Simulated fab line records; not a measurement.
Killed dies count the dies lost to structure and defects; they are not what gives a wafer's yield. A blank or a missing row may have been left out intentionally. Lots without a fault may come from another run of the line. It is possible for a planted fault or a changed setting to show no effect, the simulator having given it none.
8D (eight disciplines) problem report, filled in by code ; flow n5Finfet ; the parts of the form that need people (team, actions taken, sign-off) are left out

## 1. WHAT IS WRONG
N5_BEOL_M1_ILD_DEP_00, susceptorTempC: mean 346.70 C over 1 wafer from 1 lot; wafers with no fault: 349.96 C, standard deviation 0.22. That puts it -15 standard deviations away from the usual mean.
The step: deposits SiOC from DEMS/O2, target thk 79 nm, time 15.3 s.
Earliest sighting: wafer L429.6 on pecvd-02 at day 8 17:56. At this step, 30 wafers from 10 lots have a number in the record. Rule for "out" (also "out of limits"): further than 4 standard deviations from the usual mean. The rest of the wafers with a number are treated as sound.

## 2. WHAT IT IS, AND WHAT IT ISN'T
question;is;is not
which readings at this step;susceptorTempC;heaterPowerW, showerheadPlenumPTorr, throttleValvePct
which lots;L429;L420, L422, L423, L425, L426, L436, L437, L438, L440
which wafers of those lots;L429.6;L429.1, L429.3
read on which tools;pecvd-02;pecvd-03, pecvd-04
when;from day 8 17:56;"up to then (17 sound wafers); but 12 sound wafers of L436, L437, L438, L440 came after"

## 3. WHAT RULES OUT EACH SUSPECT
Counting: a tool at a process step up to the reading stays a suspect if it ran every lot that is out. Sound lots after the first of them don't rule it out here, since some wafers of a struck lot are sound.
- pvdSputter-01 at N5_BEOL_M0_DEGAS_112 (time 60 s): kept. The lot that is out, L429, ran on it at day 8 14:33; the last sound lot it ran before that was L423, at day 7 04:38.
- pvdSputter-03 at N5_BEOL_M0_ANNEAL_117 (time 60 s): kept. It ran the lot that is out, L429 (day 8 16:20).
- pecvd-02 at N5_BEOL_M1_ILD_DEP_00 (deposits SiOC from DEMS/O2, target thk 79 nm, time 15.3 s): kept. The lot that is out, L429, ran on it at day 8 17:56; the last sound lot it ran before that was L426, at day 8 03:29. On those wafers its own readings are out: susceptorTempC.
- In pecvd-02 at N5_BEOL_M1_ILD_DEP_00, the wafers that are out were processed in chamber 0 and their sound lot-mates in chambers 1, 2.
pvdSputter-01 at N5_BEOL_M0_DEGAS_112, pvdSputter-03 at N5_BEOL_M0_ANNEAL_117 and pecvd-02 at N5_BEOL_M1_ILD_DEP_00 are what is left after counting.

## 4. THE CAUSE (what the simulator had put in)
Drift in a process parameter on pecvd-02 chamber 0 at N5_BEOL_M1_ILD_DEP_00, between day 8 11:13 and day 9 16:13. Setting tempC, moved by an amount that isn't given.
3 suspects survive the count, and this tool is in that group.

## 5. SEQUENCE OF EFFECTS, ordered by route
Each row: a reading whose mean over the struck wafers that have a number lies more than 3 standard deviations from the usual. Readings are gone through only where the record gives a usual standard deviation; hours: the median, over the lots, of the time from a lot's start at the first step in this table giving one to that lot's start at this step; sigmas: the change measured in usual standard deviations.
hours;step;reading;usual;on struck wafers;change;sigmas
0;N5_BEOL_M1_ILD_DEP_00;susceptorTempC;349.96 C;346.70;-3.26;-15
It contains these process steps:
- N5_BEOL_M1_ILD_DEP_00: deposits SiOC from DEMS/O2, target thk 79 nm, time 15.3 s.
Later measuring or inspecting steps at which every struck wafer that the step has a row for has a number for every such reading, and none has moved that far: N5_BEOL_M1_THK_MEAS_01, N5_BEOL_M4_RC_MEAS_101.

## 6. WHAT WOULD HAVE CAUGHT IT SOONER
In this record the first reading out of limits was taken at day 8 17:56, 7 hours after the fault began at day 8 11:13.
